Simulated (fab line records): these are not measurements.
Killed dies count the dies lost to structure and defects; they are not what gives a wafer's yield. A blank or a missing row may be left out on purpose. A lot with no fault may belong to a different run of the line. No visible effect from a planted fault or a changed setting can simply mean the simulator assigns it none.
Matching of chambers :: flow nand_harc :: NHARC_A_BLC_ALD_23 on ald_metal-02 has 4 sister chambers
The step deposits TiN, target thk 3 nm, pulse time 1 s, ald cycles 150. 8 wafers are shown with their chamber, then 11 later ones without.

WAFERS WITH THEIR CHAMBER
wafer: L085.2
chamber: 3
heater_power_w (W): 1083
precursor_pulse_height_rel: 1.007

wafer: L085.5
chamber: 2
heater_power_w (W): 1284
precursor_pulse_height_rel: 1.006

wafer: L086.3
chamber: 2
heater_power_w (W): 1315
precursor_pulse_height_rel: 0.983

wafer: L086.5
chamber: 1
heater_power_w (W): 1098
precursor_pulse_height_rel: 0.980

wafer: L090.3
chamber: 3
heater_power_w (W): 1116
precursor_pulse_height_rel: 0.979

wafer: L090.5
chamber: 0
heater_power_w (W): 944
precursor_pulse_height_rel: 0.982

wafer: L090.6
chamber: 1
heater_power_w (W): 1136
precursor_pulse_height_rel: 1.039

wafer: L088.2
chamber: 0
heater_power_w (W): 918
precursor_pulse_height_rel: 1.001

WAFERS WITH NO CHAMBER GIVEN
wafer: L088.3
heater_power_w (W): 1094
precursor_pulse_height_rel: 1.005

wafer: L088.5
heater_power_w (W): 1308
precursor_pulse_height_rel: 0.979

wafer: L091.1
heater_power_w (W): 1107
precursor_pulse_height_rel: 1.003

wafer: L091.3
heater_power_w (W): 1330
precursor_pulse_height_rel: 0.996

wafer: L091.4
heater_power_w (W): 926
precursor_pulse_height_rel: 0.972

wafer: L095.1
heater_power_w (W): 1082
precursor_pulse_height_rel: 1.000

wafer: L095.3
heater_power_w (W): 1107
precursor_pulse_height_rel: 1.009

wafer: L095.5
heater_power_w (W): 1119
precursor_pulse_height_rel: 0.970

wafer: L097.3
heater_power_w (W): 1302
precursor_pulse_height_rel: 1.039

wafer: L097.4
heater_power_w (W): 1081
precursor_pulse_height_rel: 0.998

wafer: L097.6
heater_power_w (W): 1295
precursor_pulse_height_rel: 0.991

WHICH CHAMBER EACH ONE RAN IN
wafer: L088.3
from the rows above: can't be placed: 3 or 1
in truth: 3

wafer: L088.5
from the rows above: 2
in truth: 2

wafer: L091.1
from the rows above: can't be placed: 1 or 3
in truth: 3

wafer: L091.3
from the rows above: 2
in truth: 2

wafer: L091.4
from the rows above: 0
in truth: 0

wafer: L095.1
from the rows above: can't be placed: 3 or 1
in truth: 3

wafer: L095.3
from the rows above: can't be placed: 1 or 3
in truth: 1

wafer: L095.5
from the rows above: can't be placed: 3 or 1
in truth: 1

wafer: L097.3
from the rows above: 2
in truth: 2

wafer: L097.4
from the rows above: can't be placed: 3 or 1
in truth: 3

wafer: L097.6
from the rows above: 2
in truth: 2
Placed correctly: 5 of 11. Cannot be placed on the basis of these rows: 6; the candidates contain the true chamber in 6. 0 placed wrongly.
How it was worked out, from the rows above alone: a wafer's distance from a chamber is the root of the sum, over the readings, of the square of ((its reading less the chamber's mean) divided by the reading's scatter). If the next closest chamber is less than 2 further off than the closest, the wafer can't be placed; otherwise it belongs to the closest. The mean given for a chamber averages the wafers shown for that chamber. The scatter: take each reading less its chamber's mean, square it, sum over the shown wafers, divide by the number of wafers less the number of chambers, and take the root.
